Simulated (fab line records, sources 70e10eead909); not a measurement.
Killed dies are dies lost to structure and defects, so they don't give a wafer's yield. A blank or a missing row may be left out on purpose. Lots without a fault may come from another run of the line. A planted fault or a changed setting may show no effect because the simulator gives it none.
fab line records | flow nand_harc
record lots=13 wafers=39 last_day=34
route steps=1302 shown A_CONTACT@999
lots that met no fault: from a run of the same line without faults
start_h: hours from the record's first day to the start of the lot's first wafer shown | wait_h: hours since the lot's step before | " the same as in the row above | L1.1+2: a row that stands for several wafers | - no value, or no start given | * or withheld: withheld | < > ~ a bound
route shown NAME@n: a module of which the file shows steps, and the number in the route of the first | usual: mean/standard deviation of fault-free wafers | same: alike in all rows | chamber/n: place in a boat | sites: the reading at each site | _std_site: their standard deviation | _edge_site: outer sites' mean less inner sites' | radius_mm: how far each site lies from the wafer's centre | mask NAME#n: copy n | behind: the tool/chamber that last shaped the wafer | hold: why the lot was held/for how many hours/how that ended | device: the transistor (n, p or np) that didn't switch | end of line: the same wafers' tests at the end of the route | a step without rows: its recipe alone | killed: dies lost to structure and defects at the first sort, not the wafer's yield | map: a wafer's dies, x killed, . not, _ none there
set.NAME: the setting as run; set.NAME@STEP: as run at that earlier step | model.NAME: the simulator's own value behind a step, which no gauge read
steps of the route over a sample of lots; a table a step, a row a wafer
services: from which hour (start_h, from the record's first day; less than 0 if before it) a tool's chamber was out of use, for how many hours, and why
## steps
# step NHARC_A_CONTACT_INSPECT_44
# usual raw_defect_count=82/39
# columns lot.wafer tool chamber start_h wait_h raw_defect_count
L201.2 defect_inspect-02 - 494.32 0.0 24
L201.5 " - " " 17
L201.6 " - " " 15
L202.3 defect_inspect-01 - 499.61 0.0 138
L202.4 " - " " 96
L202.6 " - " " 95
L205.1 defect_inspect-01 - 514.89 0.0 15
L205.4 " - " " 14
L205.5 " - " " 18
L203.3 defect_inspect-01 - 516.35 0.0 71
L203.4 " - " " 75
L203.6 " - " " 65
L206.2 defect_inspect-02 - 531.30 0.0 108
L206.5 " - " " 95
L206.6 " - " " 113
L210.1 defect_inspect-01 - 589.02 0.0 129
L210.5 " - " " 127
L210.6 " - " " 114
L211.1 defect_inspect-02 - 589.22 0.0 14
L211.3 " - " " 19
L211.5 " - " " 21
L213.1 defect_inspect-02 - 608.30 0.0 132
L213.3 " - " " 136
L213.4 " - " " 148
L212.2 defect_inspect-02 - 609.04 0.0 29
L212.4 " - " " 20
L212.6 " - " " 31
L214.2 defect_inspect-02 - 639.21 0.0 70
L214.4 " - " " 60
L214.6 " - " " 73
L221.4 defect_inspect-01 - 701.78 0.0 108
L221.5 " - " " 123
L221.6 " - " " 120
L222.2 defect_inspect-02 - 712.43 0.0 102
L222.3 " - " " 79
L222.6 " - " " 96
L223.3 defect_inspect-01 - 737.90 0.0 15
L223.4 " - " " 17
L223.5 " - " " 12
# step NHARC_A_CONTACT_ETCH_48
# recipe target_depth_a=390 over_etch_frac=0.3 time_s=65 ion_energy_ev=80 cf4_flow_sccm=150 ar_flow_sccm=0 rf_w=300 bias_w=100 chemistry=CF4
# usual drypump_motor_current_A=5.7/0.4 oes_product_au=0.999/0.011 over_etch_frac=0.3/0 rf_vpp_V=151.2/1.4 showerhead_plenum_p_Torr=1.77/0.089 throttle_valve_pct=13.286/0.0088
# columns lot.wafer tool chamber start_h wait_h drypump_motor_current_A oes_product_au over_etch_frac rf_hours_counter_h rf_vpp_V showerhead_plenum_p_Torr throttle_valve_pct
L201.2 rie_diel-03 3 494.47 0.1 5.7 0.993 0.3 2 149.6 1.65 13.296
L201.5 " 3 " " 5.7 1.001 0.3 - 149.2 1.65 13.282
L201.6 " 0 " " 6.0 1.018 0.3 - 149.6 1.64 13.298
L202.3 rie_diel-03 3 499.76 0.1 5.7 0.991 0.3 3 149.5 1.65 13.296
L202.4 " 0 " " 6.0 1.011 0.3 3 149.7 1.64 13.277
L202.6 " 2 " " 6.0 1.012 0.3 - 151.7 1.79 13.285
L205.4 rie_diel-13 3 515.03 0.1 6.4 1.008 0.3 55 150.0 1.67 13.295
L205.1 " 2 " " 5.1 1.008 0.3 58 151.0 1.82 13.278
L205.5 " 0 " " 5.0 0.990 0.3 - 151.9 1.86 13.282
L203.4 rie_diel-13 1 516.50 0.1 5.3 0.998 0.3 57 152.1 1.79 13.289
L203.3 " 2 " " 5.1 1.006 0.3 59 152.0 1.82 13.277
L203.6 " 0 " " 5.1 0.979 0.3 - 150.9 1.86 13.278
L206.2 rie_diel-13 2 531.53 0.1 5.1 0.994 0.3 1 152.0 1.82 13.284
L206.5 " 0 " " 5.0 0.986 0.3 - 152.6 1.86 13.284
L206.6 " 1 " " 5.4 0.984 0.3 - 151.2 1.78 13.288
L210.1 rie_diel-03 0 589.17 0.1 6.0 1.003 0.48569 17 149.8 1.64 13.296
L210.6 " 0 " " 6.0 1.002 0.48569 - 150.6 1.64 13.284
L210.5 " 1 " " 5.8 0.983 0.48569 - 151.9 1.79 13.292
L211.3 rie_diel-13 1 589.37 0.1 5.3 0.994 0.3 16 150.3 1.78 13.293
L211.1 " 0 " " 5.1 0.997 0.3 20 153.1 1.85 13.278
L211.5 " 2 " " 5.1 0.991 0.3 - 152.5 1.81 13.288
L213.1 rie_diel-03 3 608.45 0.1 5.7 1.002 0.48569 19 149.9 1.64 13.288
L213.3 " 0 " " 6.0 1.004 0.48569 19 150.8 1.64 13.275
L213.4 " 2 " " 6.0 1.012 0.48569 20 151.3 1.78 13.285
L212.2 rie_diel-03 2 609.84 0.1 6.0 1.005 0.48569 21 152.0 1.78 13.288
L212.4 " 3 " " 5.7 0.993 0.48569 20 149.4 1.64 13.294
L212.6 " 2 " " 6.0 1.002 0.48569 - 150.2 1.78 13.278
L214.2 rie_diel-09 0 639.40 0.1 4.9 0.998 0.3 42 149.9 1.75 13.280
L214.6 " 0 " " 4.9 0.999 0.3 - 151.8 1.75 13.271
L214.4 " 3 " " 6.0 1.013 0.3 - 152.9 1.89 13.295
L221.4 rie_diel-03 2 701.94 0.1 6.0 1.012 0.3 10 151.1 1.78 13.281
L221.6 " 3 " " 5.7 1.009 0.3 - 149.7 1.64 13.292
L221.5 " 0 " " 6.0 1.010 0.3 - 153.1 1.91 13.286
L222.3 rie_diel-03 0 712.59 0.1 5.9 1.006 0.3 12 153.7 1.90 13.269
L222.2 " 2 " " 6.0 1.007 0.3 11 152.7 1.78 13.283
L222.6 " 2 " " 6.0 1.013 0.3 - 151.1 1.78 13.289
L223.3 rie_diel-03 1 738.04 0.1 5.8 0.967 0.3 15 151.2 1.78 13.297
L223.4 " 3 " " 5.7 1.001 0.3 15 149.6 1.64 13.284
L223.5 " 1 " " 5.8 0.977 0.3 - 151.2 1.78 13.293
# step NHARC_A_CONTACT_ETCH_114
# recipe source_w=withheld pressure_mtorr=20 bias_v=3000 time_s=190 target_depth_a=18500 ar_flow_sccm=withheld c4f8_flow_sccm=withheld o2_flow_sccm=withheld chemistry=C4F8/O2/Ar
# columns lot.wafer tool chamber start_h wait_h rf_hours_counter_h
L201.2 har_cap_etch-02 0 496.74 0.1 81
L201.6 " 0 " " -
L201.5 " 1 " " -
L202.4 har_cap_etch-02 0 502.23 0.1 -
L202.3 " 1 " " -
L202.6 " 1 " " -
L205.1 har_cap_etch-02 1 517.32 0.1 87
L205.4 " 1 " " -
L205.5 " 1 " " -
L203.4 har_cap_etch-01 1 519.57 0.1 -
L203.3 " 0 " " -
L203.6 " 1 " " -
L206.2 har_cap_etch-02 1 533.82 0.1 91
L206.5 " 1 " " -
L206.6 " 0 " " -
L211.1 har_cap_etch-02 0 591.64 0.1 101
L211.3 " 0 " " -
L211.5 " 1 " " -
L210.1 har_cap_etch-03 0 591.84 0.1 55
L210.6 " 1 " " -
L210.5 " 0 " " -
L213.1 har_cap_etch-03 1 610.84 0.2 57
L213.3 " 1 " " -
L213.4 " 0 " " -
L212.2 har_cap_etch-01 0 612.32 0.1 17
L212.4 " 0 " " -
L212.6 " 1 " " -
L214.2 har_cap_etch-02 1 642.22 0.1 109
L214.4 " 0 " " -
L214.6 " 0 " " -
L221.4 har_cap_etch-01 0 704.49 0.2 -
L221.6 " 1 " " -
L221.5 " 0 " " -
L222.2 har_cap_etch-02 0 715.21 0.1 122
L222.3 " 1 " " -
L222.6 " 0 " " -
L223.4 har_cap_etch-02 0 740.58 0.2 -
L223.3 " 1 " " -
L223.5 " 0 " " -
# step NHARC_A_CONTACT_ETCH_122
# recipe source_w=withheld pressure_mtorr=20 bias_v=3000 time_s=190 target_depth_a=18500 ar_flow_sccm=withheld c4f8_flow_sccm=withheld o2_flow_sccm=withheld chemistry=C4F8/O2/Ar
# columns lot.wafer tool chamber start_h wait_h rf_hours_counter_h
L201.2 har_cap_etch-02 0 498.11 0.1 82
L201.6 " 0 " " -
L201.5 " 1 " " -
L202.4 har_cap_etch-02 0 503.60 0.1 -
L202.3 " 1 " " -
L202.6 " 1 " " -
L205.1 har_cap_etch-02 1 518.68 0.1 88
L205.4 " 1 " " -
L205.5 " 1 " " -
L203.4 har_cap_etch-01 1 520.94 0.1 -
L203.3 " 0 " " -
L203.6 " 1 " " -
L206.2 har_cap_etch-02 1 535.18 0.1 92
L206.5 " 1 " " -
L206.6 " 0 " " -
L211.1 har_cap_etch-02 0 593.01 0.1 102
L211.3 " 0 " " -
L211.5 " 1 " " -
L210.1 har_cap_etch-03 0 593.20 0.1 56
L210.6 " 1 " " -
L210.5 " 0 " " -
L213.1 har_cap_etch-03 1 612.66 0.2 59
L213.3 " 1 " " -
L213.4 " 0 " " -
L212.2 har_cap_etch-01 0 613.69 0.1 18
L212.4 " 0 " " -
L212.6 " 1 " " -
L214.2 har_cap_etch-02 1 643.58 0.1 110
L214.4 " 0 " " -
L214.6 " 0 " " -
L221.4 har_cap_etch-01 0 706.31 0.2 -
L221.6 " 1 " " -
L221.5 " 0 " " -
L222.2 har_cap_etch-02 0 716.58 0.1 123
L222.3 " 1 " " -
L222.6 " 0 " " -
L223.4 har_cap_etch-02 0 742.21 0.1 -
L223.3 " 1 " " -
L223.5 " 0 " " -
## services
# columns tool chamber start_h hours kind
har_cap_etch-03 - 476.73 4.5 repair
rie_diel-13 - 478.05 0.4 repair
rie_diel-03 0 491.89 - clean
rie_diel-03 1 491.89 - clean
rie_diel-03 2 491.89 - clean
rie_diel-03 3 491.89 - clean
har_cap_etch-01 - 497.00 17.0 pm
rie_diel-09 - 497.23 9.0 pm
rie_diel-03 0 516.39 - clean
rie_diel-03 1 516.39 - clean
rie_diel-03 2 516.39 - clean
rie_diel-13 1 534.71 5.6 repair
rie_diel-09 1 614.05 21.8 repair
rie_diel-03 - 635.49 9.0 pm
rie_diel-09 2 636.53 4.5 repair
rie_diel-09 3 667.97 27.0 repair
rie_diel-09 - 674.23 9.0 pm
rie_diel-09 - 690.00 1.5 repair
rie_diel-13 - 697.55 9.0 pm
har_cap_etch-02 - 704.55 3.0 repair
rie_diel-03 1 709.16 9.5 repair
rie_diel-13 0 716.02 8.3 repair
rie_diel-03 2 719.35 2.9 repair
rie_diel-09 1 722.39 2.7 repair
## key
first_sign step=NHARC_A_CONTACT_ETCH_48 reading=over_etch_frac direction=up sigmas=99+ usual=0.3 struck=0.48569
effect none on later readings
met_at NHARC_A_CONTACT_ETCH_48
struck_lots L210,L212,L213
tester_left_out L210,L212,L213
not_acting_at NHARC_A_CONTACT_INSPECT_44,NHARC_A_CONTACT_ETCH_114,NHARC_A_CONTACT_ETCH_122
onset_between 499.76 589.17
fault kind=process_parameter_drift tool=rie_diel-03 chamber=- onset_h=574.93 steps=NHARC_A_CONTACT_ETCH_48 channel=over_etch_frac offset=0.18569 shape=step end_h=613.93 acts_in=these_recipes_only stated=0.3
# tester_left_out: of these lots the tester's yield and bins aren't shown, on N5 and GAA mostly nor the transistor test; their killed dies are dies lost to structure and defects alone, not to doping, threshold or leakage, so they don't give the yield
